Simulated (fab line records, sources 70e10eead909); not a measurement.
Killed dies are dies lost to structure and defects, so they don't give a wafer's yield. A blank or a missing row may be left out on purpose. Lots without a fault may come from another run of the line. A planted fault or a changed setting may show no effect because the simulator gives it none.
Tool commonality check | flow nand_harc | 14 lots, 42 wafers sampled

WHY IT WAS OPENED
At NHARC_A_ONON_D1_THK_MEAS_11 the reading thk_nm is flagged on 2 of 14 lots. Wafers without a fault read 1002 nm, standard deviation 9.8.
Rule: a lot is flagged when every wafer of it that has a number lies more than 4 standard deviations from that mean, or none has a number. The other lots count as sound.

lot  | measured     | on            | thk_nm (nm), wafer by wafer | flag
L209 | day 7 06:04  | film_metro-02 | 1015 1016 1015              |
L211 | day 7 16:31  | film_metro-01 | 1011 1012 1015              |
L213 | day 8 10:15  | film_metro-02 | 1014 1014 1015              |
L214 | day 8 20:21  | film_metro-02 | 1002 1003 1001              |
L215 | day 9 03:34  | film_metro-01 | 1005 1006 1007              |
L216 | day 9 03:34  | film_metro-02 | 982 982 982                 |
L218 | day 9 17:56  | film_metro-02 | 996 996 995                 |
L217 | day 9 17:58  | film_metro-01 | 1007 1007 1008              |
L219 | day 9 23:48  | film_metro-02 | 998 999 998                 |
L220 | day 11 02:05 | film_metro-01 | 625 624 625                 | FLAGGED
L224 | day 11 05:55 | film_metro-02 | 995 995 996                 |
L225 | day 11 22:19 | film_metro-01 | 631 632 633                 | FLAGGED
L232 | day 12 22:12 | film_metro-01 | 1010 1008 1008              |
L230 | day 12 22:13 | film_metro-02 | 980 980 980                 |
The numbers of the flagged lots are 628 nm on average: -374 nm against the usual, or -38 standard deviations.

WHICH TOOL RAN EACH LOT
The record holds 1 process step before the reading, out of a route of 1159 steps. In each cell: the tool, then ch and the chambers that the sampled wafers went through, then the start.
lot  | flag    | NHARC_A_ONON_D1_DEP_09
L209 |         | pecvd_onon-01 ch 0, day 7 05:33
L211 |         | pecvd_onon-04 ch 0, day 7 16:01
L213 |         | pecvd_onon-03 ch 0, day 8 09:44
L214 |         | pecvd_onon-01 ch 0, day 8 19:50
L215 |         | pecvd_onon-01 ch 0, day 9 03:03
L216 |         | pecvd_onon-04 ch 0, day 9 03:07
L218 |         | pecvd_onon-04 ch 0, day 9 17:25
L217 |         | pecvd_onon-01 ch 0, day 9 17:27
L219 |         | pecvd_onon-01 ch 0, day 9 23:24
L220 | FLAGGED | pecvd_onon-01 ch 0, day 11 01:41
L224 |         | pecvd_onon-03 ch 0, day 11 05:35
L225 | FLAGGED | pecvd_onon-01 ch 0, day 11 21:52
L232 |         | pecvd_onon-04 ch 0, day 12 21:41
L230 |         | pecvd_onon-03 ch 0, day 12 21:43
What these steps do:
- NHARC_A_ONON_D1_DEP_09: target thk 1000 nm.
- NHARC_A_ONON_D1_THK_MEAS_11: measures by ellipsometry.

FLAGGED OVER TOTAL, TOOL BY TOOL (the gauges that took the reading come last)
step                        | tool          | lots run | flagged | share of the flagged lots | sound lots run after its first flagged lot
NHARC_A_ONON_D1_DEP_09      | pecvd_onon-01 | 7        | 2       | all                       | 0
NHARC_A_ONON_D1_DEP_09      | pecvd_onon-03 | 3        | 0       | none                      | -
NHARC_A_ONON_D1_DEP_09      | pecvd_onon-04 | 4        | 0       | none                      | -
NHARC_A_ONON_D1_THK_MEAS_11 | film_metro-01 | 6        | 2       | all                       | 1 (L232)
NHARC_A_ONON_D1_THK_MEAS_11 | film_metro-02 | 8        | 0       | none                      | -

WHAT THE TABLE ALLOWS
2 rows of the table ran every flagged lot: pecvd_onon-01 at NHARC_A_ONON_D1_DEP_09, film_metro-01 at NHARC_A_ONON_D1_THK_MEAS_11.
- pecvd_onon-01 at NHARC_A_ONON_D1_DEP_09: 2 of its 7 lots flagged. Its last sound lot is L219 (day 9 23:24), its first flagged lot L220 (day 11 01:41): a fault that began between those two fits.
- film_metro-01 at NHARC_A_ONON_D1_THK_MEAS_11: 2 of its 6 lots flagged. Sound lots ran on it after the first flagged one (L232), which a lasting fault on the whole tool wouldn't allow.
One tool is left: pecvd_onon-01 at NHARC_A_ONON_D1_DEP_09.

WHAT THE SIMULATOR HAD PUT IN
Process parameter drift: pecvd_onon-01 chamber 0, from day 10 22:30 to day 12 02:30, at NHARC_A_ONON_D1_DEP_09. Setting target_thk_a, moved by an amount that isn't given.
Lots struck among those shown: L220, L225. The rule above found the same.
